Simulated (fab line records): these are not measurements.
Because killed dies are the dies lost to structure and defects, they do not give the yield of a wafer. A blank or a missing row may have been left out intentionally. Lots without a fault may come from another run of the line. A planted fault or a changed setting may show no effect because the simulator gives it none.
What tool caused it?	flow n5Finfet	30 wafers from 10 lots sampled at 2 of the route's 1938 steps

## WHAT THE GAUGES SHOWED, per wafer
N5_BEOL_M4_RC_MEAS_101.
lot	measured	on	DIBL_N (mV/V)	DIBL_P (mV/V)	IOFF_N (nA/um)	IOFF_P (nA/um)	ION_N (uA/um)	ION_P (uA/um)	SS_N (mV/dec)	SS_P (mV/dec)	VT_N (mV)	VT_P (mV)
L258	day 14 20:29	prober-01	34.4 33.6 34.4	34.3 33.3 34.1	0.13 0.11 0.13	0.19 0.17 0.18	660 649 650	462 458 454	70.7 70.8 70.7	73.0 72.6 72.7	252 255 252	-249 -253 -253
L248	day 15 11:46	prober-02	35.8 36.6 35.5	36.3 36.9 36.1	0.16 0.18 0.15	0.22 0.24 0.22	674 661 671	464 451 464	71.8 71.5 71.5	72.8 73.5 73.1	251 250 251	-249 -248 -249
L254	day 16 00:29	prober-02	36.1 38.3 38.4	32.6 34.5 35.5	0.14 0.16 0.17	0.18 0.21 0.22	660 658 670	455 450 461	72.3 72.0 72.3	73.0 73.9 73.8	251 249 246	-251 -250 -249
L250	day 16 11:36	prober-01	35.1 35.5 35.7	33.8 34.0 34.8	0.14 0.16 0.15	0.18 0.19 0.19	665 670 668	460 458 456	70.7 71.3 70.7	72.5 72.5 72.8	251 248 248	-252 -252 -250
L265	day 17 15:31	prober-01	37.4 37.3 37.7	38.2 37.3 38.8	0.19 0.18 0.20	0.24 0.22 0.25	678 671 686	453 457 466	71.8 71.7 72.4	73.9 74.1 74.2	245 247 246	-246 -250 -248
L260	day 17 18:42	prober-02	34.1 33.2 35.9	33.8 32.4 35.9	0.11 0.11 0.15	0.17 0.15 0.20	655 643 668	455 444 461	71.3 71.7 71.4	72.1 72.2 72.8	253 256 253	-253 -256 -251
L264	day 17 20:31	prober-01	37.5 35.6 36.9	37.2 34.8 36.1	0.17 0.14 0.16	0.22 0.19 0.21	679 659 680	461 454 462	71.5 71.2 71.5	73.1 73.4 73.6	246 251 249	-253 -250 -251
L262	day 18 02:15	prober-01	36.0 35.0 37.1	37.2 37.0 38.1	0.16 0.15 0.18	0.17 0.16 0.17	667 668 681	454 454 448	71.8 71.6 72.0	73.1 73.7 73.1	253 251 248	-256 -255 -254
L263	day 18 06:29	prober-01	35.5 36.5 35.1	34.4 37.1 34.5	0.15 0.18 0.15	0.20 0.24 0.20	656 687 648	453 463 450	71.4 71.7 71.2	73.3 74.2 73.0	251 249 253	-250 -249 -252
L266	day 19 03:45	prober-02	34.3 36.0 39.0	35.4 37.6 40.7	0.14 0.17 0.25	0.18 0.20 0.27	674 679 691	463 462 467	70.5 71.3 72.0	72.9 73.1 73.1	250 246 243	-254 -251 -249

N5_BEOL_M6_CD_MEAS_35: target cd 40 nm, target cd y 28 nm.
lot	measured	on	cdNm (nm)
L258	day 16 15:37	cdSem-01	39.8 39.4 41.0
L248	day 16 03:54	cdSem-02	40.1 40.1 39.0
L254	day 16 19:32	cdSem-03	38.9 38.6 39.5
L250	day 17 06:47	cdSem-03	40.5 40.3 41.2
L265	day 18 11:18	cdSem-01	40.7 40.6 40.5
L260	day 18 17:32	cdSem-02	41.4 41.0 40.0
L264	day 18 17:44	cdSem-03	39.6 39.3 41.1
L262	day 18 21:25	cdSem-01	41.7 42.9 41.4
L263	day 19 02:11	cdSem-03	40.9 40.8 41.2
L266	day 19 20:31	cdSem-01	40.5 40.8 40.9

## WHICH TOOL RAN EACH LOT (tool, then ch and the chambers of the sampled wafers, then the start)
The record shows no process step preceding these readings.

## AS READ BY THE TOOLS THEMSELVES (means over the sampled wafers that have a number; for cases with no such wafer, the mark the record gives instead)
The record holds no such reading with a usual standard deviation.

## THE ANSWER, worked out from the rows above alone
Rule: the usual values come from the lots themselves. The widest of any qualifying gaps counts: lots, ordered by their means at a reading, are off when they make up no more than a third of the lots, leave a main group of 4 or more, and stand apart from it by 3 or more times the standard deviation of that group's means. Not used: any main group whose means are identical at the precision the tables above print for the reading. Also off: a lot with no number at a reading for which 4 or more lots have one. Any other lot the step has rows for is counted as sound. First the gauges in route order, then the tools' own readings, where a lot's mean is used as printed above. At the first step where some lot is off, the reading lying furthest off is the one used; lots without a number count as furthest.
Across all readings shown, no lot is off: no conclusion can be drawn from this.

## WHAT THE SIMULATOR HAD INSERTED
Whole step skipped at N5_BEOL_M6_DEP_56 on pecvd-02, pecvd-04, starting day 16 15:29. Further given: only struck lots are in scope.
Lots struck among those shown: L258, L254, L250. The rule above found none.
